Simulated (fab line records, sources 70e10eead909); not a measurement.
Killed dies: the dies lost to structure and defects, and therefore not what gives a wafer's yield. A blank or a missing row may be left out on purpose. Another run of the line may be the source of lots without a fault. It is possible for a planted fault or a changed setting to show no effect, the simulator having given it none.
Chamber matching | flow nand_harc | NHARC_A_WL_FILL_CMP_12 on cmp-04: 4 sister chambers
The step polishes, t overpolish 30 s, target thk 100 nm. 8 wafers are shown with their chamber, then 8 later ones without.

== EACH WAFER AND ITS CHAMBER ==
wafer  | chamber | motor_current_A (A) | slurry_filter_dp_kPa (kPa)
L077.6 | 2       | 11.8                | 13.61
L085.2 | 0       | 11.0                | 13.47
L085.3 | 1       | 12.6                | 13.28
L085.4 | 3       | 12.1                | 13.57
L086.2 | 3       | 12.6                | 13.47
L086.4 | 0       | 10.7                | 13.64
L086.5 | 1       | 12.4                | 13.40
L090.2 | 2       | 12.3                | 13.53

== WAFERS WHOSE CHAMBER IS MISSING ==
wafer  | motor_current_A (A) | slurry_filter_dp_kPa (kPa)
L090.5 | 12.4                | 13.60
L090.6 | 12.0                | 13.49
L095.1 | 12.6                | 13.45
L095.4 | 12.7                | 13.64
L095.5 | 13.2                | 13.59
L096.2 | 11.4                | 13.55
L096.3 | 11.9                | 13.53
L096.6 | 10.8                | 13.54

== CHAMBER TAKEN BY EACH ==
wafer  | from the rows above          | in truth
L090.5 | can't be placed: 3 or 2      | 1
L090.6 | can't be placed: 2 or 3 or 1 | 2
L095.1 | can't be placed: 3 or 1 or 2 | 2
L095.4 | can't be placed: 3 or 2 or 1 | 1
L095.5 | can't be placed: 3 or 1 or 2 | 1
L096.2 | can't be placed: 0 or 2 or 3 | 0
L096.3 | can't be placed: 2 or 3      | 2
L096.6 | 0                            | 0
Placed correctly: 1 of 8. Can't be placed from these rows: 7 (the true chamber is among the candidates in 6). Wrongly placed: 0.
How it was worked out, from the rows above alone: a wafer's distance from a chamber is the root of the sum, over the readings, of the square of ((its reading less the chamber's mean) divided by the reading's scatter). The wafer belongs to the nearest chamber; if the next one is less than 2 further off, it can't be placed. A chamber's mean is the mean of its shown wafers. The scatter: the root of (the sum of the squares of (reading less its chamber's mean) over the shown wafers, divided by (wafers less chambers)).
